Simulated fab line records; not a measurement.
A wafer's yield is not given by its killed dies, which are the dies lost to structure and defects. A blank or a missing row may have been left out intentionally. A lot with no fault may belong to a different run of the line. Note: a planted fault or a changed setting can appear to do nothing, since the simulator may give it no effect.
2 desks looking at one fault ; flow nand-harc ; every desk sees just its own numbers, and what lay behind them comes last

== AT THE METROLOGY DESK ==
Lot by lot, what the gauges showed, no matter which tool ran the lot: averages of those sampled wafers that carry a number. The brackets show how far a lot's mean lies from the usual mean; more than 4 standard deviations puts the lot out of limits, marked OUT.
Columns: A = thk-nm at NHARC_P_M0_THK_MEAS_24, usual 117.2 nm
lot;first seen here;A
L503;day 6 07:49;117.2
L504;day 6 19:58;116.7
L511;day 9 13:22;116.8
L513;day 10 01:53;118.2
L517;day 12 06:29;117.4
L518;day 12 16:23;116.4
L519;day 13 05:59;117.7
L520;day 13 06:41;117.1
L521;day 13 13:33;117.8
L522;day 13 21:08;117.4
L523;day 14 11:17;118.1
L524;day 14 21:15;116.4
L525;day 15 09:25;117.3
L526;day 15 22:34;116.2
This desk found nothing out of limits on any of the 14 lots.

== DESK OF THE TOOL OWNER: pecvd-04 ==
The tool's own readings at NHARC_P_M0_DEP_32 (deposits SiCN, target thk 30 nm): means of the sampled wafers that have a number, for each lot that ran on this tool. The brackets show how far a lot's mean lies from the usual mean; more than 4 standard deviations puts the lot out of limits, marked OUT.
Columns: A = heater-power-w at NHARC_P_M0_DEP_32, usual 619 W; B = rf-fwd-power-W at NHARC_P_M0_DEP_32, usual 449.1 W
lot;first seen here;A;B
L503;day 6 08:10;604;448.9
L511;day 9 13:45;565;520.3 (+55) OUT
L513;day 10 02:11;578;521.8 (+56) OUT
L521;day 13 13:56;632;448.1
L523;day 14 11:43;600;450.2
Finding of this desk: L511, L513 out of limits; the first was L511 at day 9 13:45, on rf-fwd-power-W at NHARC_P_M0_DEP_32. L503, L521, L523 stayed within limits.

== PUT TOGETHER ==
An alarm could have come from the tool owner's desk at day 9 13:45, on L511, L513.
The metrology desk saw nothing out of limits.
The metrology desk holds a record of L511, L513, inside its limits.
Every lot named ran NHARC_P_M0_DEP_32 on pecvd-04.

== WHAT WAS PUT IN BY THE SIMULATOR ==
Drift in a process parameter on pecvd-04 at NHARC_P_M0_DEP_32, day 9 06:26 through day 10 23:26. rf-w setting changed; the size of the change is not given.
Shown lots that were struck: L511, L513.
How many hours passed from the start of the fault until each desk's first out-of-limits reading: the tool owner's desk, 7.
